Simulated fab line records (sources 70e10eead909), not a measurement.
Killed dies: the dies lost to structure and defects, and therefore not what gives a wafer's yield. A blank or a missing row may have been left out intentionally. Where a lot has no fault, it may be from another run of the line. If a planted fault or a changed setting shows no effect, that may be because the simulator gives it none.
Which tool did it? | flow nand_harc | 19 lots with 57 wafers sampled at 6 steps, on a route of 1302 steps

WHAT THE GAUGES SHOWED, per wafer
No reading from a measuring or inspecting step in the record can be judged against a usual standard deviation.

WHAT TOOL EACH LOT RAN ON (gives the tool, then ch and the chambers of the sampled wafers, and finally the start)
lot  | NHARC_A_CHANNEL_FILL_D2_STRIP_28   | NHARC_A_CHANNEL_FILL_D2_STRIP_29              | NHARC_A_STAIRCASE_TRIM_16                     | NHARC_A_STAIRCASE_ETCH_27                     | NHARC_A_STAIRCASE_STRIP_175          | NHARC_A_STAIRCASE_TRIM_193
L074 | rie_diel-08 ch 0,2,3, day 14 22:43 | rie_diel-10 ch 1,3, day 15 16:07              | rie_diel-01 ch 0,2, day 16 03:49 or earlier   | rie_diel-13 ch 0,1, day 16 03:49 or earlier   | plasma_asher-01 ch 0,1, day 16 03:49 | rie_diel-12 ch 1,3, no start
L075 | rie_diel-11 ch 1,3, day 15 04:07   | rie_diel-10 ch 1,2,3, day 16 11:46 or earlier | rie_diel-13 ch 0,1, day 16 11:46 or earlier   | rie_diel-12 ch 0,1,2, day 16 11:46 or earlier | plasma_asher-01 ch 0,1, day 16 11:46 | rie_diel-13 ch 2,3, no start
L076 | rie_diel-10 ch 0,2,3, day 15 04:08 | rie_diel-11 ch 0,1,2, day 16 08:52 or earlier | rie_diel-01 ch 0,1,2, day 16 08:52 or earlier | rie_diel-12 ch 1,2,3, day 16 08:52 or earlier | plasma_asher-02 ch 1, day 16 08:52   | rie_diel-12 ch 2,3, no start
L078 | rie_diel-11 ch 1,2,3, day 16 12:13 | rie_diel-08 ch 2,3, day 17 19:39 or earlier   | rie_diel-01 ch 0,1,3, day 17 19:39 or earlier | rie_diel-12 ch 0,3, day 17 19:39 or earlier   | plasma_asher-02 ch 0,1, day 17 19:39 | rie_diel-12 ch 0,1,3, no start
L080 | rie_diel-10 ch 0,2,3, day 16 23:38 | rie_diel-08 ch 2,3, day 17 19:35              | rie_diel-13 ch 1,2,3, day 18 07:16 or earlier | rie_diel-01 ch 0,1,2, day 18 07:16 or earlier | plasma_asher-02 ch 0,1, day 18 07:16 | rie_diel-12 ch 1,2,3, no start
L082 | rie_diel-10 ch 0,2,3, day 17 21:48 | rie_diel-11 ch 0,1,3, day 19 06:04 or earlier | rie_diel-01 ch 0,1,3, day 19 06:04 or earlier | rie_diel-01 ch 0,1,3, day 19 06:04 or earlier | plasma_asher-02 ch 0,1, day 19 06:04 | rie_diel-13 ch 0,3, no start
L083 | rie_diel-11 ch 1,3, day 18 13:35   | rie_diel-10 ch 0,3, day 19 21:38 or earlier   | rie_diel-01 ch 0,1, day 19 21:38 or earlier   | rie_diel-01 ch 0,1,3, day 19 21:38 or earlier | plasma_asher-02 ch 0,1, day 19 21:38 | rie_diel-01 ch 0,1,3, no start
L084 | rie_diel-10 ch 2,3, day 18 21:03   | rie_diel-10 ch 0,1,3, day 20 02:02 or earlier | rie_diel-12 ch 0,3, day 20 02:02 or earlier   | rie_diel-01 ch 0,2,3, day 20 02:02 or earlier | plasma_asher-01 ch 0,1, day 20 02:02 | rie_diel-13 ch 0,1,3, no start
L085 | rie_diel-11 ch 0,1, day 19 00:11   | rie_diel-10 ch 2,3, day 20 08:23 or earlier   | rie_diel-12 ch 0,1,3, day 20 08:23 or earlier | rie_diel-13 ch 0,2,3, day 20 08:23 or earlier | plasma_asher-02 ch 0,1, day 20 08:23 | rie_diel-13 ch 0,3, no start
L086 | rie_diel-10 ch 0,2,3, day 19 00:11 | rie_diel-11 ch 0,3, day 20 05:21 or earlier   | rie_diel-01 ch 0,3, day 20 05:21 or earlier   | rie_diel-01 ch 0,1,2, day 20 05:21 or earlier | plasma_asher-01 ch 0,1, day 20 05:21 | rie_diel-12 ch 1,2,3, no start
L087 | rie_diel-10 ch 0,1, day 20 03:07   | rie_diel-10 ch 0,1,3, day 21 07:58 or earlier | rie_diel-12 ch 1,2, day 21 07:58 or earlier   | rie_diel-13 ch 0,1,3, day 21 07:58 or earlier | plasma_asher-02 ch 0,1, day 21 07:58 | rie_diel-01 ch 0,1,2, no start
L088 | rie_diel-08 ch 2,3, day 20 15:32   | rie_diel-11 ch 0,2, day 21 20:35 or earlier   | rie_diel-13 ch 0,3, day 21 20:35 or earlier   | rie_diel-13 ch 0,1, day 21 20:35 or earlier   | plasma_asher-02 ch 0, day 21 20:35   | rie_diel-12 ch 2,3, no start
L089 | rie_diel-11 ch 0,2,3, day 20 15:34 | rie_diel-10 ch 0,1, day 21 20:50 or earlier   | rie_diel-12 ch 0,2, day 21 20:50 or earlier   | rie_diel-12 ch 0,1, day 21 20:50 or earlier   | plasma_asher-02 ch 0,1, day 21 20:50 | rie_diel-01 ch 0,1,2, no start
L090 | rie_diel-10 ch 0,2,3, day 21 01:41 | rie_diel-10 ch 0,1,2, day 22 08:21 or earlier | rie_diel-12 ch 0,1,3, day 22 08:21 or earlier | rie_diel-12 ch 2,3, day 22 08:21 or earlier   | plasma_asher-01 ch 0,1, day 22 08:21 | rie_diel-12 ch 0,1,2, no start
L091 | rie_diel-10 ch 2,3, day 21 20:34   | rie_diel-10 ch 0,1, day 23 07:13 or earlier   | rie_diel-13 ch 0,1, day 23 07:13 or earlier   | rie_diel-13 ch 0,1,2, day 23 07:13 or earlier | plasma_asher-02 ch 1, day 23 07:13   | rie_diel-01 ch 0,1,2, no start
L093 | rie_diel-10 ch 2,3, day 22 08:46   | rie_diel-10 ch 0,2,3, day 23 15:17 or earlier | rie_diel-01 ch 1,3, day 23 15:17 or earlier   | rie_diel-13 ch 1,2,3, day 23 15:17 or earlier | plasma_asher-02 ch 0,1, day 23 15:17 | rie_diel-01 ch 0,1,3, no start
L092 | rie_diel-11 ch 0,1,3, day 22 08:47 | rie_diel-11 ch 0,1,2, day 23 14:11 or earlier | rie_diel-12 ch 0,1,2, day 23 14:11 or earlier | rie_diel-13 ch 1,2, day 23 14:11 or earlier   | plasma_asher-02 ch 0,1, day 23 14:11 | rie_diel-12 ch 0,1, no start
L094 | rie_diel-10 ch 0,1,3, day 22 17:35 | rie_diel-08 ch 0,3, day 23 22:56 or earlier   | rie_diel-01 ch 0,1,3, day 23 22:56 or earlier | rie_diel-13 ch 0,3, day 23 22:56 or earlier   | plasma_asher-02 ch 0,1, day 23 22:56 | rie_diel-13 ch 1,3, no start
L095 | rie_diel-11 ch 0,1,3, day 23 13:55 | rie_diel-10 ch 0,1, day 24 18:47 or earlier   | rie_diel-12 ch 0,1,2, day 24 18:47 or earlier | rie_diel-12 ch 1,2,3, day 24 18:47 or earlier | plasma_asher-01 ch 0,1, day 24 18:47 | rie_diel-13 ch 1,2,3, no start
- NHARC_A_CHANNEL_FILL_D2_STRIP_28: strips in O2, time 20 s.
- NHARC_A_CHANNEL_FILL_D2_STRIP_29: strips in O2, time 20 s.
- NHARC_A_STAIRCASE_TRIM_16: chemistry O2, time 211.2 s.
- NHARC_A_STAIRCASE_ETCH_27: etches the open film in C4F8/O2, target depth 100 nm, time 40.5 s.
- NHARC_A_STAIRCASE_STRIP_175: strips in O2.
- NHARC_A_STAIRCASE_TRIM_193: chemistry O2, time 211.2 s.

AS READ BY THE TOOLS THEMSELVES (means over the sampled wafers that have a number; for cases with no such wafer, the mark the record gives instead)
NHARC_A_CHANNEL_FILL_D2_STRIP_28. Usual: chamber_pressure_mTorr is 60.00 mTorr with standard deviation 0.058, drypump_motor_current_A is 5.6 A with standard deviation 0.46, mfc_ar_sccm is 0.007 sccm with standard deviation 0.0095, oes_product_au is 0.999 a.u. with standard deviation 0.007, rf_vpp_V is 57.9 V with standard deviation 0.91, showerhead_plenum_p_Torr is 3.62 Torr with standard deviation 0.12, and throttle_valve_pct is 17.037 % with standard deviation 0.0094.
lot  | tool        | chamber_pressure_mTorr (mTorr) | drypump_motor_current_A (A) | mfc_ar_sccm (sccm) | oes_product_au (a.u.) | rf_vpp_V (V) | showerhead_plenum_p_Torr (Torr) | throttle_valve_pct (%) | flag
L074 | rie_diel-08 | 59.98                          | 5.5                         | 0.016              | 1.005                 | 57.3         | 3.65                            | 17.039                 |
L075 | rie_diel-11 | 60.01                          | 5.9                         | 0.001              | 0.990                 | 57.4         | 3.39                            | 17.039                 |
L076 | rie_diel-10 | 60.03                          | 5.5                         | 0.013              | 0.999                 | 58.0         | 3.65                            | 17.045                 |
L078 | rie_diel-11 | 60.02                          | 5.7                         | 0.001              | 0.993                 | 58.2         | 3.55                            | 17.033                 |
L080 | rie_diel-10 | 59.94                          | 5.5                         | 0.013              | 1.000                 | 57.2         | 3.65                            | 17.049                 |
L082 | rie_diel-10 | 59.95                          | 5.5                         | 0.013              | 1.010                 | 58.3         | 3.65                            | 17.042                 |
L083 | rie_diel-11 | 59.98                          | 5.5                         | 0.003              | 1.009                 | 57.1         | 3.47                            | 17.052                 |
L084 | rie_diel-10 | 60.06                          | 5.3                         | 0.010              | 1.004                 | 58.0         | 3.65                            | 17.037                 |
L085 | rie_diel-11 | 60.04                          | 6.1                         | 0.000              | 0.997                 | 57.1         | 3.38                            | 17.032                 |
L086 | rie_diel-10 | 59.96                          | 5.4                         | 0.013              | 0.998                 | 58.1         | 3.65                            | 17.043                 |
L087 | rie_diel-10 | 59.94                          | 6.1                         | 0.008              | 1.001                 | 58.7         | 3.68                            | 17.039                 |
L088 | rie_diel-08 | 59.98                          | 5.4                         | 0.022              | 1.000                 | 57.2         | 3.70                            | 17.031                 |
L089 | rie_diel-11 | 59.98                          | 5.5                         | 0.001              | 0.998                 | 57.6         | 3.63                            | 17.045                 |
L090 | rie_diel-10 | 60.00                          | 5.5                         | 0.013              | 0.996                 | 58.6         | 3.65                            | 17.030                 |
L091 | rie_diel-10 | 60.04                          | 5.2                         | 0.010              | 0.995                 | 58.1         | 3.64                            | 17.034                 |
L093 | rie_diel-10 | 60.01                          | 5.5                         | 0.005              | 0.987                 | 58.4         | 3.61                            | 17.041                 |
L092 | rie_diel-11 | 60.00                          | 5.7                         | 0.001              | 0.998                 | 57.4         | 3.47                            | 17.038                 |
L094 | rie_diel-10 | 59.99                          | 5.9                         | 0.008              | 1.003                 | 58.1         | 3.64                            | 17.033                 |
L095 | rie_diel-11 | 60.01                          | 5.7                         | 0.001              | 0.996                 | 58.6         | 3.47                            | 17.028                 |

NHARC_A_CHANNEL_FILL_D2_STRIP_29. Usual: chamber_pressure_mTorr is 59.99 mTorr with standard deviation 0.079, drypump_motor_current_A is 5.7 A with standard deviation 0.45, mfc_ar_sccm is 0.008 sccm with standard deviation 0.01, oes_product_au is 0.999 a.u. with standard deviation 0.0069, rf_vpp_V is 58.0 V with standard deviation 0.82, showerhead_plenum_p_Torr is 3.61 Torr with standard deviation 0.12, and throttle_valve_pct is 17.038 % with standard deviation 0.0088.
lot  | tool        | chamber_pressure_mTorr (mTorr) | drypump_motor_current_A (A) | mfc_ar_sccm (sccm) | oes_product_au (a.u.) | rf_vpp_V (V) | showerhead_plenum_p_Torr (Torr) | throttle_valve_pct (%) | flag
L074 | rie_diel-10 | 60.00                          | 6.2                         | 0.000              | 1.002                 | 58.2         | 3.65                            | 17.042                 |
L075 | rie_diel-10 | 59.99                          | 5.7                         | 0.005              | 1.002                 | 57.9         | 3.65                            | 17.045                 |
L076 | rie_diel-11 | 60.07                          | 5.9                         | 0.000              | 0.992                 | 57.4         | 3.54                            | 17.037                 |
L078 | rie_diel-08 | 59.97                          | 5.4                         | 0.022              | 0.999                 | 57.6         | 3.71                            | 17.036                 |
L080 | rie_diel-08 | 59.98                          | 5.5                         | 0.026              | 1.003                 | 58.2         | 3.71                            | 17.039                 |
L082 | rie_diel-11 | 60.04                          | 5.7                         | 0.001              | 1.004                 | 58.4         | 3.47                            | 17.029                 |
L083 | rie_diel-10 | 59.93                          | 5.7                         | 0.008              | 0.992                 | 57.5         | 3.62                            | 17.044                 |
L084 | rie_diel-10 | 60.01                          | 5.9                         | 0.008              | 0.999                 | 57.7         | 3.64                            | 17.039                 |
L085 | rie_diel-10 | 60.07                          | 5.5                         | 0.005              | 0.996                 | 57.8         | 3.61                            | 17.043                 |
L086 | rie_diel-11 | 59.77                          | 5.6                         | 0.001              | 0.999                 | 57.5         | 3.55                            | 17.036                 |
L087 | rie_diel-10 | 60.07                          | 5.9                         | 0.008              | 1.004                 | 58.7         | 3.64                            | 17.040                 |
L088 | rie_diel-11 | 59.97                          | 5.7                         | 0.000              | 0.992                 | 57.5         | 3.63                            | 17.032                 |
L089 | rie_diel-10 | 60.00                          | 5.9                         | 0.016              | 0.997                 | 58.5         | 3.68                            | 17.039                 |
L090 | rie_diel-10 | 60.01                          | 5.7                         | 0.013              | 0.999                 | 58.2         | 3.68                            | 17.040                 |
L091 | rie_diel-10 | 59.93                          | 6.1                         | 0.008              | 1.003                 | 58.7         | 3.68                            | 17.043                 |
L093 | rie_diel-10 | 59.98                          | 5.5                         | 0.013              | 1.004                 | 58.2         | 3.65                            | 17.032                 |
L092 | rie_diel-11 | 59.98                          | 5.9                         | 0.000              | 1.003                 | 57.0         | 3.54                            | 17.033                 |
L094 | rie_diel-08 | 60.00                          | 5.6                         | 0.020              | 0.993                 | 57.5         | 3.63                            | 17.043                 |
L095 | rie_diel-10 | 59.95                          | 5.8                         | 0.016              | 1.001                 | 58.6         | 3.68                            | 17.034                 |

NHARC_A_STAIRCASE_TRIM_16. Usual: chamber_pressure_mTorr is 60.01 mTorr with standard deviation 0.054, drypump_motor_current_A is 5.7 A with standard deviation 0.35, mfc_ar_sccm is 0.013 sccm with standard deviation 0.012, oes_product_au is 1.000 a.u. with standard deviation 0.0082, rf_vpp_V is 57.8 V with standard deviation 0.9, showerhead_plenum_p_Torr is 3.54 Torr with standard deviation 0.16, and throttle_valve_pct is 17.036 % with standard deviation 0.011.
lot  | tool        | chamber_pressure_mTorr (mTorr) | drypump_motor_current_A (A) | mfc_ar_sccm (sccm) | oes_product_au (a.u.) | rf_vpp_V (V) | showerhead_plenum_p_Torr (Torr) | throttle_valve_pct (%) | flag
L074 | rie_diel-01 | 60.02                          | 5.8                         | 0.026              | 1.000                 | 57.3         | 3.49                            | 17.039                 |
L075 | rie_diel-13 | 60.02                          | 5.6                         | 0.000              | 0.990                 | 58.2         | 3.59                            | 17.037                 |
L076 | rie_diel-01 | 60.00                          | 5.7                         | 0.018              | 1.007                 | 57.2         | 3.60                            | 17.042                 |
L078 | rie_diel-01 | 60.00                          | 5.6                         | 0.010              | 1.000                 | 57.7         | 3.53                            | 17.039                 |
L080 | rie_diel-13 | 60.00                          | 5.7                         | 0.013              | 0.989                 | 59.1         | 3.57                            | 17.046                 |
L082 | rie_diel-01 | 60.03                          | 5.6                         | 0.010              | 0.999                 | 57.7         | 3.53                            | 17.042                 |
L083 | rie_diel-01 | 59.97                          | 5.5                         | 0.016              | 1.001                 | 57.7         | 3.55                            | 17.041                 |
L084 | rie_diel-12 | 60.01                          | 5.2                         | 0.007              | 0.996                 | 58.0         | 3.63                            | 17.034                 |
L085 | rie_diel-12 | 60.00                          | 5.4                         | 0.018              | 0.997                 | 57.2         | 3.62                            | 17.035                 |
L086 | rie_diel-01 | 59.99                          | 5.6                         | 0.018              | 1.000                 | 57.3         | 3.41                            | 17.019                 |
L087 | rie_diel-12 | 59.99                          | 5.8                         | 0.022              | 1.002                 | 58.6         | 3.62                            | 17.025                 |
L088 | rie_diel-13 | 60.00                          | 6.2                         | 0.005              | 0.992                 | 58.5         | 3.45                            | 17.039                 |
L089 | rie_diel-12 | 60.06                          | 5.7                         | 0.013              | 0.997                 | 57.6         | 3.37                            | 17.039                 |
L090 | rie_diel-12 | 60.01                          | 5.4                         | 0.018              | 1.005                 | 58.2         | 3.62                            | 17.032                 |
L091 | rie_diel-13 | 60.08                          | 6.0                         | 0.000              | 0.994                 | 57.5         | 3.52                            | 17.035                 |
L093 | rie_diel-01 | 60.00                          | 5.5                         | 0.002              | 0.995                 | 57.4         | 3.61                            | 17.032                 |
L092 | rie_diel-12 | 60.00                          | 5.7                         | 0.018              | 1.007                 | 58.0         | 3.49                            | 17.029                 |
L094 | rie_diel-01 | 59.99                          | 5.6                         | 0.010              | 1.006                 | 57.0         | 3.50                            | 17.041                 |
L095 | rie_diel-12 | 60.08                          | 5.7                         | 0.018              | 1.003                 | 58.2         | 3.48                            | 17.034                 |

NHARC_A_STAIRCASE_ETCH_27. Usual: chamber_pressure_mTorr 24.998 mTorr, standard deviation 0.022; oes_product_au 0.942 a.u., standard deviation 0.0099; rf_vpp_V 896 V, standard deviation 5.6.
lot  | tool        | chamber_pressure_mTorr (mTorr) | oes_product_au (a.u.) | rf_vpp_V (V) | flag
L074 | rie_diel-13 | 24.990                         | 0.942                 | 897          |
L075 | rie_diel-12 | 24.998                         | 0.938                 | 895          |
L076 | rie_diel-12 | 24.969                         | 0.940                 | 900          |
L078 | rie_diel-12 | 24.985                         | 0.938                 | 896          |
L080 | rie_diel-01 | 24.992                         | 0.946                 | 898          |
L082 | rie_diel-01 | 24.996                         | 0.948                 | 895          |
L083 | rie_diel-01 | 25.009                         | 0.940                 | 895          |
L084 | rie_diel-01 | 24.987                         | 0.941                 | 892          |
L085 | rie_diel-13 | 24.981                         | 0.934                 | 895          |
L086 | rie_diel-01 | 25.012                         | 0.930                 | 898          |
L087 | rie_diel-13 | 24.986                         | 0.957                 | 894          |
L088 | rie_diel-13 | 24.995                         | 0.939                 | 897          |
L089 | rie_diel-12 | 25.024                         | 0.954                 | 894          |
L090 | rie_diel-12 | 25.008                         | 0.949                 | 899          |
L091 | rie_diel-13 | 24.975                         | 0.933                 | 898          |
L093 | rie_diel-13 | 25.001                         | 0.940                 | 896          |
L092 | rie_diel-13 | 24.998                         | 0.942                 | 900          |
L094 | rie_diel-13 | 25.005                         | 0.944                 | 891          |
L095 | rie_diel-12 | 25.005                         | 0.942                 | 898          |

NHARC_A_STAIRCASE_STRIP_175. Usual: drypump_motor_current_A 5.9 A, standard deviation 0.44; heater_power_w 344 W, standard deviation 34; temp_c 249.99 C, standard deviation 0.18.
lot  | tool            | drypump_motor_current_A (A) | heater_power_w (W) | temp_c (C) | flag
L074 | plasma_asher-01 | 5.6                         | 318                | 249.97     |
L075 | plasma_asher-01 | 6.0                         | 309                | 249.90     |
L076 | plasma_asher-02 | 5.7                         | 345                | 249.63     |
L078 | plasma_asher-02 | 5.9                         | 358                | 250.21     |
L080 | plasma_asher-02 | 6.0                         | 379                | 249.87     |
L082 | plasma_asher-02 | 6.0                         | 368                | 250.00     |
L083 | plasma_asher-02 | 5.9                         | 362                | 249.80     |
L084 | plasma_asher-01 | 6.0                         | 310                | 250.17     |
L085 | plasma_asher-02 | 5.9                         | 362                | 249.93     |
L086 | plasma_asher-01 | 6.0                         | 302                | 249.93     |
L087 | plasma_asher-02 | 5.9                         | 354                | 250.10     |
L088 | plasma_asher-02 | 6.2                         | 379                | 249.95     |
L089 | plasma_asher-02 | 5.9                         | 363                | 250.25     |
L090 | plasma_asher-01 | 6.0                         | 301                | 249.92     |
L091 | plasma_asher-02 | 5.7                         | 347                | 249.92     |
L093 | plasma_asher-02 | 6.1                         | 364                | 249.89     |
L092 | plasma_asher-02 | 5.9                         | 359                | 249.97     |
L094 | plasma_asher-02 | 6.1                         | 368                | 249.82     |
L095 | plasma_asher-01 | 5.6                         | 341                | 250.02     |

NHARC_A_STAIRCASE_TRIM_193. Usual: chamber_pressure_mTorr is 60.01 mTorr with standard deviation 0.054, drypump_motor_current_A is 5.7 A with standard deviation 0.35, mfc_ar_sccm is 0.013 sccm with standard deviation 0.013, oes_product_au is 0.998 a.u. with standard deviation 0.007, rf_vpp_V is 58.0 V with standard deviation 0.98, showerhead_plenum_p_Torr is 3.55 Torr with standard deviation 0.17, and throttle_valve_pct is 17.037 % with standard deviation 0.0092.
lot  | tool        | chamber_pressure_mTorr (mTorr) | drypump_motor_current_A (A) | mfc_ar_sccm (sccm) | oes_product_au (a.u.) | rf_vpp_V (V) | showerhead_plenum_p_Torr (Torr) | throttle_valve_pct (%) | flag
L074 | rie_diel-12 | 59.97                          | 5.5                         | 0.022              | 0.998                 | 58.9         | 3.76                            | 17.047                 |
L075 | rie_diel-13 | 60.04                          | 5.9                         | 0.021              | 0.998                 | 58.1         | 3.62                            | 17.038                 |
L076 | rie_diel-12 | 59.99                          | 5.6                         | 0.000              | 0.997                 | 57.5         | 3.51                            | 17.042                 |
L078 | rie_diel-12 | 59.99                          | 5.4                         | 0.018              | 1.001                 | 58.4         | 3.63                            | 17.035                 |
L080 | rie_diel-12 | 60.01                          | 5.5                         | 0.011              | 0.996                 | 58.2         | 3.63                            | 17.045                 |
L082 | rie_diel-13 | 60.02                          | 6.2                         | 0.005              | 0.993                 | 57.5         | 3.46                            | 17.029                 |
L083 | rie_diel-01 | 60.06                          | 5.6                         | 0.010              | 1.001                 | 58.9         | 3.52                            | 17.037                 |
L084 | rie_diel-13 | 60.02                          | 5.8                         | 0.005              | 1.000                 | 58.0         | 3.49                            | 17.039                 |
L085 | rie_diel-13 | 60.02                          | 6.2                         | 0.005              | 0.997                 | 57.2         | 3.45                            | 17.032                 |
L086 | rie_diel-12 | 60.04                          | 5.5                         | 0.011              | 1.000                 | 57.9         | 3.62                            | 17.035                 |
L087 | rie_diel-01 | 60.00                          | 5.7                         | 0.018              | 0.988                 | 57.8         | 3.58                            | 17.035                 |
L088 | rie_diel-12 | 60.00                          | 5.6                         | 0.000              | 0.994                 | 57.1         | 3.49                            | 17.040                 |
L089 | rie_diel-01 | 60.03                          | 5.7                         | 0.018              | 0.995                 | 58.3         | 3.58                            | 17.037                 |
L090 | rie_diel-12 | 60.04                          | 5.7                         | 0.018              | 0.997                 | 58.7         | 3.49                            | 17.035                 |
L091 | rie_diel-01 | 60.00                          | 5.7                         | 0.018              | 0.997                 | 58.1         | 3.57                            | 17.030                 |
L093 | rie_diel-01 | 59.97                          | 5.6                         | 0.010              | 0.995                 | 57.5         | 3.50                            | 17.040                 |
L092 | rie_diel-12 | 60.08                          | 5.6                         | 0.024              | 1.005                 | 57.6         | 3.49                            | 17.030                 |
L094 | rie_diel-13 | 59.95                          | 5.5                         | 0.005              | 0.999                 | 58.6         | 3.52                            | 17.042                 |
L095 | rie_diel-13 | 60.02                          | 5.7                         | 0.013              | 1.002                 | 57.6         | 3.54                            | 17.038                 |

THE ANSWER, worked out from the rows above alone
Rule: lot off if the mean of its wafers having a number is beyond 3 standard deviations from the usual mean. Also off: a lot with no number at a reading for which 4 or more lots have one. Any other lot the step has rows for is counted as sound. First the gauges in route order, then the tools' own readings, where a lot's mean is used as printed above. At the first step where some lot is off, the reading lying furthest off is the one used; lots without a number count as furthest.
No lot is off on any of the readings shown, so nothing can be concluded from this.

WHAT THE SIMULATOR HAD INSERTED
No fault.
